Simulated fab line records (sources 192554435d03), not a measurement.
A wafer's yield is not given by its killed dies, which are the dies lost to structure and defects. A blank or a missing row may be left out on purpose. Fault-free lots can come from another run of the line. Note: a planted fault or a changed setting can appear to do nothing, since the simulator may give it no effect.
fab line records	flow n5_finfet
record: lots: 6	wafers: 18	last_day: 17
route steps=1938 shown BEOL_M13@1710 BEOL_M14@1716 PASSIVATION@1936
lots untouched by any fault: they come from a run of this same line in which no faults occurred
start_h: hours from the record's opening day to when the first of the lot's shown wafers began	wait_h: hours since the lot's step before	" repeats the value in the row above	L1.1+2: one row covering several wafers at once	- no value, or no start given	* or withheld: withheld	< > ~ a bound
route shown NAME@n: names a module that has steps shown in the file, with the first one's number in the route	usual: average and standard deviation across the fault-free wafers	same: alike in all rows	chamber/n: place in a boat	sites: readings site by site	_std_site: their standard deviation	_edge_site: outer sites' mean less inner sites'	radius_mm: for every site, how far away it sits from the centre of the wafer	mask NAME#n: copy n	behind: the tool/chamber that last shaped the wafer	hold: reason for holding the lot/hours on hold/outcome of the hold	device: whichever transistor did not switch (one of n, p or np)	end of line: tests run on the same wafers once the route is complete	a step given without rows: its recipe and nothing more	killed: the dies lost at the first sort to structure and to defects; this is not the yield of the wafer	map: dies across one wafer; x = killed, . = not, _ = none there
set.NAME: the setting the step ran with; set.NAME@STEP: the setting that earlier step ran with	model.NAME: the simulator's own value behind a step, which no gauge read
lots at some steps of the route; a table a step, a row a wafer
services: a tool's chamber out of use, with start hour (start_h, from the record's first day; less than 0 if before it), hours out, and reason
== steps ==
step: N5_BEOL_M13_CMP_49
recipe: stop_on: SiOC	t_overpolish_s: 17.1	down_force_psi: 1	platen_rpm: 50	clearing_platen_down_force_psi: 1.5	clearing_platen_rpm: 50	post_cmp_clean: cu_alkaline	target_thk_nm: 420	clearing_platen_pad_velocity_m_s: 0.99484	pad_velocity_m_s: 0.99484
usual: barrier_field_endpoint_s: 30.5/0.79	edge_zone_pressure_frac: 1.000/0.0047	motor_current_A: 5.9/0.55	overpolish_run_s: 17.101/0.0094
lot.wafer	tool	chamber	start_h	wait_h	barrier_field_endpoint_s	edge_zone_pressure_frac	motor_current_A	overpolish_run_s
L122.2	cmp-03	3	269.39	0.3	31.7	1.001	6.1	17.116
L122.4	"	0	"	"	31.2	0.995	5.3	17.122
L122.6	"	2	"	"	31.4	1.000	6.3	17.101
L124.4	cmp-04	1	286.91	0.1	31.7	1.004	7.0	17.084
L124.5	"	1	"	"	31.3	0.995	7.0	17.101
L124.6	"	2	"	"	30.5	0.999	5.6	17.091
L126.3	cmp-03	2	305.36	0.4	31.1	0.997	6.5	17.119
L126.6	"	3	"	"	30.5	1.002	6.0	17.096
L126.5	"	0	"	"	29.9	0.994	5.2	17.108
L127.4	cmp-04	1	315.23	0.1	31.4	0.999	6.6	17.090
L127.2	"	2	"	"	30.6	0.999	5.8	17.106
L127.5	"	2	"	"	30.3	0.998	5.4	17.116
L133.2	cmp-04	3	332.39	0.2	30.3	0.998	5.6	17.105
L133.4	"	1	"	"	31.7	0.999	6.8	17.098
L133.6	"	2	"	"	30.5	1.005	5.9	17.106
L138.2	cmp-03	3	379.01	0.3	32.1	0.995	6.0	17.100
L138.6	"	1	"	"	30.3	0.989	6.5	17.084
L138.5	"	2	"	"	31.3	1.006	6.4	17.093
step: N5_BEOL_M13_THK_MEAS_50
recipe: thk_meas_gauge: xrf	reads: Cu_of_BEOL_M13_ECD_47
usual: M13_THK: 432/7
lot.wafer	tool	chamber	start_h	wait_h	M13_THK[nm]
L122.2	film_metro-01	-	269.61	-	425
L122.4	"	-	"	"	432
L122.6	"	-	"	"	425
L124.4	film_metro-01	-	287.21	-	444
L124.5	"	-	"	"	429
L124.6	"	-	"	"	444
L126.3	film_metro-01	-	305.54	-	433
L126.5	"	-	"	"	426
L126.6	"	-	"	"	441
L127.2	film_metro-01	-	315.53	-	430
L127.4	"	-	"	"	441
L127.5	"	-	"	"	430
L133.2	film_metro-02	-	332.65	-	432
L133.4	"	-	"	"	431
L133.6	"	-	"	"	430
L138.2	film_metro-01	-	379.23	-	435
L138.5	"	-	"	"	437
L138.6	"	-	"	"	431
step: N5_BEOL_M13_PRE_CLEAN_52
recipe: gas: NH3	time_s: 15	temp_c: withheld	rf_power_w: 300
step: N5_BEOL_M13_DEP_53
recipe: material: SiCN	target_thk_a: 500	temp_c: withheld	precursor: 3MS/NH3	pressure_torr: 3	rf_w: 675	time_s: 17.8
usual: chamber_pressure_Torr: 3.001/0.0068	showerhead_plenum_p_Torr: 4.162/0.023	throttle_valve_pct: 18.2/0.85
lot.wafer	tool	chamber	start_h	wait_h	chamber_pressure_Torr	showerhead_plenum_p_Torr	throttle_valve_pct
L122.2	pecvd-01	0	269.67	0.0	3.001	4.161	18.2
L122.4	"	2	"	"	2.986	4.196	16.5
L122.6	"	0	"	"	2.998	4.156	18.5
L124.4	pecvd-01	2	287.29	0.0	2.995	4.192	16.8
L124.5	"	0	"	"	3.005	4.148	18.4
L124.6	"	1	"	"	2.999	4.175	18.5
L126.3	pecvd-03	0	305.60	0.0	3.002	4.123	18.7
L126.5	"	2	"	"	3.001	4.157	18.8
L126.6	"	1	"	"	2.997	4.173	19.0
L127.2	pecvd-03	1	315.59	0.0	2.997	4.181	18.7
L127.4	"	1	"	"	2.990	4.185	18.9
L127.5	"	0	"	"	3.001	4.115	19.2
L133.2	pecvd-03	1	332.71	0.0	2.997	4.173	18.8
L133.4	"	1	"	"	2.994	4.179	18.8
L133.6	"	2	"	"	3.001	4.149	18.9
L138.2	pecvd-01	1	379.29	0.0	3.003	4.183	18.5
L138.5	"	1	"	"	2.989	4.170	18.5
L138.6	"	0	"	"	3.002	4.156	18.4
step: N5_BEOL_M13_RS_MEAS_54
recipe: thk_meas_gauge: four-point-probe	reads: Cu_of_BEOL_M13_ECD_47+Ta_of_BEOL_M13_SPUTTER_44+TaN_of_BEOL_M13_SPUTTER_43
usual: M13_RS: 0.0450/0.00068
lot.wafer	tool	chamber	start_h	wait_h	M13_RS[ohm/sq]
L122.2	film_metro-02	-	269.74	0.1	0.0458
L122.4	"	-	"	"	0.0451
L122.6	"	-	"	"	0.0456
L124.4	film_metro-01	-	287.34	0.0	0.0434
L124.5	"	-	"	"	0.0453
L124.6	"	-	"	"	0.0438
L126.3	film_metro-01	-	305.67	0.1	0.0445
L126.5	"	-	"	"	0.0454
L126.6	"	-	"	"	0.0440
L127.2	film_metro-02	-	315.66	0.1	0.0457
L127.4	"	-	"	"	0.0447
L127.5	"	-	"	"	0.0456
L133.2	film_metro-01	-	332.78	0.1	0.0449
L133.4	"	-	"	"	0.0453
L133.6	"	-	"	"	0.0453
L138.2	film_metro-02	-	379.36	0.1	0.0448
L138.5	"	-	"	"	0.0447
L138.6	"	-	"	"	0.0452
step: N5_BEOL_M13_INSPECT_55
recipe: inspect_instrument: darkfield	mode: post_dep
usual: raw_defect_count: 76/24
lot.wafer	tool	chamber	start_h	wait_h	raw_defect_count
L122.2	defect_inspect-02	-	269.77	0.0	97
L122.4	"	-	"	"	125
L122.6	"	-	"	"	79
L124.4	defect_inspect-02	-	287.37	0.0	73
L124.5	"	-	"	"	54
L124.6	"	-	"	"	80
L126.3	defect_inspect-02	-	305.70	0.0	47
L126.5	"	-	"	"	47
L126.6	"	-	"	"	75
L127.2	defect_inspect-02	-	315.68	0.0	123
L127.4	"	-	"	"	89
L127.5	"	-	"	"	79
L133.2	defect_inspect-01	-	332.80	0.0	86
L133.4	"	-	"	"	98
L133.6	"	-	"	"	63
L138.2	defect_inspect-02	-	379.39	0.0	55
L138.5	"	-	"	"	86
L138.6	"	-	"	"	44
step: N5_BEOL_M14_ILD_DEP_00
recipe: material: SiO2	target_thk_a: 11193	temp_c: 400	precursor: TEOS/O2	pressure_torr: 6.5	rf_w: 900	teos_flow_sccm: 161.4	gas: O2	flow_sccm: 2650	time_s: 237.4
usual: chamber_pressure_Torr: 6.499/0.015	heater_power_w: 568/120	showerhead_plenum_p_Torr: 8.37/0.031	susceptor_temp_C: 400.00/0.25	throttle_valve_pct: 18.5/0.68
lot.wafer	tool	chamber	start_h	wait_h	chamber_pressure_Torr	heater_power_w	showerhead_plenum_p_Torr	susceptor_temp_C	throttle_valve_pct
L122.2	pecvd-01	1	269.80	0.0	6.477	628	8.36	400.13	19.3
L122.4	"	2	"	"	6.492	604	8.42	400.07	17.2
L122.6	"	0	"	"	6.496	566	8.34	400.10	19.0
L124.4	pecvd-02	1	287.48	0.1	6.484	493	8.35	400.02	19.3
L124.5	"	0	"	"	6.488	551	8.43	400.37	18.3
L124.6	"	2	"	"	6.481	402	8.36	399.21	18.3
L126.3	pecvd-01	1	305.73	0.0	6.504	701	8.37	400.19	19.2
L126.5	"	1	"	"	6.499	562	8.36	400.15	19.2
L126.6	"	2	"	"	6.497	741	8.39	399.51	17.2
L127.2	pecvd-02	2	315.72	0.0	6.518	456	8.36	399.68	18.1
L127.4	"	2	"	"	6.533	329	8.36	399.81	17.8
L127.5	"	0	"	"	6.487	664	8.45	399.95	18.3
L133.2	pecvd-04	1	332.84	0.0	6.525	751	8.34	400.45	19.6
L133.4	"	2	"	"	6.498	728	8.40	400.12	17.4
L133.6	"	1	"	"	6.523	609	8.33	399.88	19.7
L138.2	pecvd-02	2	379.43	0.0	6.496	459	8.35	400.00	18.3
L138.5	"	2	"	"	6.493	334	8.36	400.04	18.1
L138.6	"	1	"	"	6.489	487	8.35	399.96	19.1
step: N5_BEOL_M14_THK_MEAS_01
recipe: reads: SiO2_of_BEOL_M14_ILD_DEP_00
usual: M14_ILD_THK: 1113/14
lot.wafer	tool	chamber	start_h	wait_h	M14_ILD_THK[nm]
L122.2	film_metro-01	-	269.99	0.1	1104
L122.4	"	-	"	"	1105
L122.6	"	-	"	"	1114
L124.4	film_metro-01	-	287.59	0.0	1121
L124.5	"	-	"	"	1122
L124.6	"	-	"	"	1119
L126.3	film_metro-02	-	305.92	0.1	1100
L126.5	"	-	"	"	1118
L126.6	"	-	"	"	1094
L127.2	film_metro-01	-	315.91	0.1	1103
L127.4	"	-	"	"	1117
L127.5	"	-	"	"	1133
L133.2	film_metro-01	-	333.03	0.1	1129
L133.4	"	-	"	"	1150
L133.6	"	-	"	"	1152
L138.2	film_metro-01	-	379.62	0.1	1088
L138.5	"	-	"	"	1111
L138.6	"	-	"	"	1117
step: N5_BEOL_M14_COAT_58
recipe: resist: BARC	temp_c: 205	time_s: 60	spin_rpm: 1500	resist_thk_nm: 89
step: N5_BEOL_M14_COAT_04
recipe: spin_rpm: 1704	resist_thk_nm: 800
step: N5_BEOL_M14_EBR_06
recipe: solvent: PGMEA	ebr_width_mm: 1.5
step: N5_BEOL_M14_SOFTBAKE_05
recipe: temp_c: 130	time_s: 60
step: N5_BEOL_M14_EXPOSE_07
recipe: mask_id: V13	na: 0.8	source_shape: annular	sigma_inner: 0.5	sigma_outer: 0.8	polarization: unpolarized	attpsm_phase_deg: 180	dose_mj: 57
usual: exposure_dose_mJ_cm2: 57.10/0.13	reticle_temp_C: 23.01/0.1
lot.wafer	tool	chamber	start_h	wait_h	mask	exposure_dose_mJ_cm2	reticle_temp_C
L122.2	krf_scanner-01	0	270.25	-	V13#0	57.22	22.85
L122.4	"	0	"	"	V13#0	57.23	22.84
L122.6	"	0	"	"	V13#0	57.19	22.97
L124.4	krf_scanner-02	0	287.87	-	V13#0	56.97	23.05
L124.5	"	0	"	"	V13#0	57.01	23.00
L124.6	"	0	"	"	V13#0	57.00	23.13
L126.3	krf_scanner-01	0	306.07	-	V13#0	64.84	23.13
L126.5	"	0	"	"	V13#0	64.89	22.95
L126.6	"	0	"	"	V13#0	64.82	22.87
L127.2	krf_scanner-01	0	316.04	-	V13#0	62.00	23.08
L127.4	"	0	"	"	V13#0	61.98	22.92
L127.5	"	0	"	"	V13#0	62.07	23.12
L133.2	krf_scanner-02	0	333.17	-	V13#0	57.03	22.90
L133.4	"	0	"	"	V13#0	56.97	22.98
L133.6	"	0	"	"	V13#0	57.02	22.82
L138.2	krf_scanner-02	0	379.76	-	V13#0	56.99	23.00
L138.5	"	0	"	"	V13#0	56.96	23.09
L138.6	"	0	"	"	V13#0	56.99	22.97
step: N5_BEOL_M14_PEB_08
recipe: peb_temp_c: 130	peb_time_s: 90
step: N5_BEOL_M14_DEVELOP_09
recipe: develop_time_s: 45	rinse_liquid: diw	dry: air_spin	dev_temp_c: 21
step: N5_BEOL_M14_HARDBAKE_14
recipe: temp_c: 130	time_s: 120
step: N5_BEOL_M14_CD_MEAS_10
recipe: target_cd_nm: 250	landing_energy_ev: 500	detector: se_inlens	polarity: opening
usual: cd_nm: 250.2/1.6
lot.wafer	tool	chamber	start_h	wait_h	cd_nm
L122.2	cd_sem-03	0	270.42	-	246.8
L122.4	"	0	"	"	251.3
L122.6	"	0	"	"	247.6
L124.4	cd_sem-02	0	288.03	-	250.4
L124.5	"	0	"	"	251.5
L124.6	"	0	"	"	250.9
L126.3	cd_sem-03	0	306.24	-	274.0
L126.5	"	0	"	"	272.1
L126.6	"	0	"	"	273.9
L127.2	cd_sem-01	0	316.22	-	261.6
L127.4	"	0	"	"	263.4
L127.5	"	0	"	"	263.5
L133.2	cd_sem-01	0	333.34	-	251.3
L133.4	"	0	"	"	251.3
L133.6	"	0	"	"	251.4
L138.2	cd_sem-03	0	379.93	-	246.6
L138.5	"	0	"	"	249.2
L138.6	"	0	"	"	249.4
step: N5_BEOL_M14_OVL_MEAS_11
recipe: points_per_wafer: 44
usual: V13_OVL: 0/5.1
lot.wafer	tool	chamber	start_h	wait_h	V13_OVL[nm]
L122.2	overlay-01	0	270.45	0.0	4
L122.4	"	0	"	"	-1
L122.6	"	0	"	"	-1
L124.4	overlay-02	0	288.05	0.0	-9
L124.5	"	0	"	"	-5
L124.6	"	0	"	"	-11
L126.3	overlay-01	0	306.26	0.0	5
L126.5	"	0	"	"	1
L126.6	"	0	"	"	10
L127.2	overlay-01	0	316.24	0.0	0
L127.4	"	0	"	"	5
L127.5	"	0	"	"	2
L133.2	overlay-01	0	333.37	0.0	-3
L133.4	"	0	"	"	-13
L133.6	"	0	"	"	-9
L138.2	overlay-02	0	379.96	0.0	2
L138.5	"	0	"	"	-1
L138.6	"	0	"	"	0
step: N5_PASSIVATION_PROBE_49
usual: defect_limited_yield: 91.4/1.4	killed_at_M0_to_M3: 31/10	killed_at_M4_up: 14/5.6	killed_at_contacts: 13/6.3	killed_at_front_end: 39/10	killed_at_other: 4/3.1	killed_dies: 101/16	killed_open: 65/13	killed_short: 34/7.2	sort_bin_5_function: 5.1/0.88	sort_bin_6_memory: 3.2/0.66	sort_n_pass: 1079/16	sort_yield_pct: 91.4/1.4
same: gross_dies: 1180	killed_at_back_side: 0	sort_bin_4_leakage[%]: 0	sort_bin_8_speed[%]: 0
lot.wafer	tool	chamber	start_h	wait_h	defect_limited_yield[%]	killed_at_M0_to_M3	killed_at_M4_up	killed_at_contacts	killed_at_front_end	killed_at_other	killed_dies	killed_open	killed_short	sort_bin_5_function[%]	sort_bin_6_memory[%]	sort_n_pass	sort_yield_pct[%]
L126.3	prober-02	-	332.78	0.2	91.9	36	13	11	34	1	95	64	28	5.1	2.8	1085	91.9
L126.5	prober-02	-	332.88	0.3	91.3	26	17	11	47	2	103	62	32	4.7	3.4	1077	91.3
L126.6	prober-02	-	332.93	0.3	92.3	30	5	26	26	4	91	53	36	4.4	2.8	1089	92.3
killed by level:class
L126.3 BEOL_M0_SAQP:geometric_particle:open=14 BEOL_M0_SAQP:geometric_particle:short=11 FIN_SAQP:geometric_particle:open=9 FIN_SAQP:geometric_particle:short=7 MOL_CONTACT_COAG:geometric_particle:open=7 BEOL_M2:geometric_particle:open=6 DUMMY_GATE:geometric_particle:open=4 MOL_CONTACT_COAG:geometric_particle:short=4
L126.5 FIN_SAQP:geometric_particle:open=12 BEOL_M0_SAQP:geometric_particle:open=11 FIN_SAQP:geometric_particle:short=9 MOL_CONTACT_COAG:geometric_particle:open=9 BEOL_M14:area_expose=8 BEOL_M1:geometric_particle:open=7 ILD0:geometric_particle:short=5 SPACER0:geometric_particle:short=4
L126.6 MOL_CONTACT_COAG:geometric_particle:open=20 BEOL_M0_SAQP:geometric_particle:short=8 MOL_CONTACT_COAG:geometric_particle:short=6 BEOL_M0_SAQP:geometric_particle:open=6 BEOL_M2:geometric_particle:open=5 BEOL_M3:geometric_particle:open=5 GATE_CUT:geometric_particle:short=4 FIN_SAQP:geometric_particle:short=3
== services ==
tool	chamber	start_h	hours	kind
krf_scanner-01	-	248.67	0.6	repair
cmp-04	-	253.81	7.0	pm
krf_scanner-02	-	256.12	1.0	pm
pecvd-03	-	258.70	26.5	repair
cmp-03	-	261.17	4.2	repair
krf_scanner-02	-	265.41	1.3	pm
krf_scanner-02	-	268.30	0.4	repair
krf_scanner-01	0	272.65	-	calibration
krf_scanner-01	-	273.47	1.3	pm
pecvd-02	1	281.52	5.5	scheduled_down
cmp-04	-	297.49	1.3	repair
pecvd-02	-	297.64	0.7	repair
krf_scanner-01	-	302.35	0.7	repair
cmp-03	-	318.55	6.7	pm
pecvd-01	-	329.36	1.0	repair
cmp-04	-	330.03	0.5	repair
cmp-04	-	335.82	1.4	repair
krf_scanner-02	-	336.33	0.8	pm
krf_scanner-01	-	339.85	0.8	pm
cmp-03	-	342.58	4.0	pm
pecvd-03	-	344.05	0.4	repair
krf_scanner-01	-	368.11	1.0	pm
cmp-04	-	371.26	2.4	repair
cmp-03	-	376.84	1.3	repair
== key ==
first_sign: step: N5_BEOL_M14_EXPOSE_07	reading: exposure_dose_mJ_cm2	direction: up	sigmas: 48	usual: 57.10	struck: 63.44
effect: step: N5_BEOL_M14_CD_MEAS_10	reading: cd_nm	direction: up	sigmas: 11	usual: 250.2	struck: 268.1	through: control_loop
met_at N5_BEOL_M14_EXPOSE_07
struck_wafers L126.3,L126.5,L126.6,L127.2,L127.4,L127.5
loop_trim: step: N5_BEOL_M14_EXPOSE_07	setting: dose	lots: L127
onset_between 270.25 306.07
fault: kind: process_parameter_drift	tool: krf_scanner-01	chamber: -	onset_h: 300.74	steps: N5_BEOL_M14_EXPOSE_07	channel: dose_mj	offset: 7.5686	shape: step	acts_in: these_recipes_only	stated: 57
loop_trim: a control loop set the setting to another value than it would have without faults
